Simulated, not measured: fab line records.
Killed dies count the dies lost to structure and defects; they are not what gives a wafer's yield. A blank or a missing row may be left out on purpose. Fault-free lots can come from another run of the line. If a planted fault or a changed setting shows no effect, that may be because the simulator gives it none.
The tool behind it: which one? | flow n5 finfet | at 1 step of a route of 1938, 9 lots with 26 wafers sampled

## WHAT THE GAUGES READ, wafer by wafer
N5_BEOL_M4_RC_MEAS_101.
lot  | measured     | on        | DIBL_N (mV/V)  | DIBL_P (mV/V)  | IOFF_N (nA/um) | IOFF_P (nA/um) | ION_N (uA/um) | ION_P (uA/um) | SS_N (mV/dec)  | SS_P (mV/dec)  | VT_N (mV)   | VT_P (mV)
L862 | day 8 23:01  | prober-02 | 35.5 38.1 38.1 | 34.9 37.4 38.4 | 0.14 0.18 0.19 | 0.22 0.26 0.28 | 681 683 691   | 465 468 471   | 71.0 71.8 71.3 | 73.4 73.6 73.9 | 248 248 245 | -249 -246 -247
L864 | day 9 03:38  | prober-01 | 35.6 35.3 34.7 | 34.1 33.5 32.8 | 0.13 0.13 0.12 | 0.19 0.18 0.17 | 674 663 664   | 466 456 458   | 70.8 70.8 70.5 | 73.0 74.0 72.7 | 251 251 250 | -250 -252 -253
L872 | day 11 11:17 | prober-02 | 36.8 38.4 36.1 | 38.0 40.1 37.2 | 0.16 0.21 0.16 | 0.26 0.29 0.24 | 673 687 685   | 465 475 473   | 72.1 72.0 70.6 | 73.9 74.0 72.9 | 251 247 247 | -247 -244 -249
L874 | day 11 11:38 | prober-01 | 35.9 36.5 36.0 | 35.8 36.3 35.3 | 0.15 0.14 0.14 | 0.22 0.21 0.21 | 681 679 677   | 470 469 469   | 71.1 71.9 71.3 | 73.0 73.3 73.0 | 249 252 253 | -252 -250 -247
L877 | day 11 19:26 | prober-01 | 33.6 35.7 35.5 | 34.0 35.9 35.8 | 0.16 0.18 0.18 | 0.19 0.20 0.21 | 687 697 695   | 461 464 463   | 71.4 71.6 71.7 | 73.0 73.0 73.6 | 249 247 246 | -254 -250 -250
L876 | day 11 20:20 | prober-02 | 36.4 35.0 39.0 | 36.9 34.7 40.1 | 0.16 0.14 0.22 | 0.22 0.18 0.26 | 679 657 684   | 467 456 472   | 71.7 71.7 71.9 | 73.8 72.3 74.4 | 252 252 246 | -250 -252 -248
L883 | day 14 01:46 | prober-01 | 37.9 38.5 37.8 | 36.6 37.6 37.1 | 0.17 0.20 0.19 | 0.21 0.24 0.22 | 691 696 703   | 463 469 470   | 71.6 71.7 71.1 | 73.4 74.8 73.7 | 248 245 245 | -250 -247 -249
L885 | day 14 04:23 | prober-01 | 37.0 36.6 38.6 | 37.6 37.2 39.7 | 0.16 0.17 0.20 | 0.22 0.22 0.27 | 687 683 688   | 469 462 470   | 71.7 71.3 72.0 | 73.4 73.8 74.9 | 250 247 245 | -251 -252 -249
L884 | day 14 09:19 | prober-02 | 40.8 36.5      | 43.6 37.9      | 0.28 0.16      | 0.32 0.22      | 701 672       | 481 462       | 72.3 72.2      | 74.5 72.9      | 241 253     | -247 -250

## EACH LOT AND THE TOOL THAT RAN IT (in order: tool; ch and the chambers of the sampled wafers; start)
There is no process step in the record ahead of these readings.

## AS READ BY THE TOOLS THEMSELVES (means over the sampled wafers that have a number; for cases with no such wafer, the mark the record gives instead)
The record holds no such reading with a usual standard deviation.

## THE ANSWER, worked out from the rows above alone
Rule: what is usual is taken from the lots themselves. The widest of any qualifying gaps counts: lots, ordered by their means at a reading, are off when they make up no more than a third of the lots, leave a main group of 4 or more, and stand apart from it by 3 or more times the standard deviation of that group's means. The tables above print the reading to a certain number of digits; a main group whose means all agree to those digits is not used. Also off: a lot with no number at a reading for which 4 or more lots have one. All remaining lots with rows at the step are treated as sound. First the gauges in route order, then the tools' own readings, where a lot's mean is used as printed above. The first step at which some lot is off is used, and at that step the reading that is off furthest; a lot without a number counts as furthest.
No lot is off at any reading shown: from this, nothing can be told.

## WHAT THE SIMULATOR HAD INSERTED
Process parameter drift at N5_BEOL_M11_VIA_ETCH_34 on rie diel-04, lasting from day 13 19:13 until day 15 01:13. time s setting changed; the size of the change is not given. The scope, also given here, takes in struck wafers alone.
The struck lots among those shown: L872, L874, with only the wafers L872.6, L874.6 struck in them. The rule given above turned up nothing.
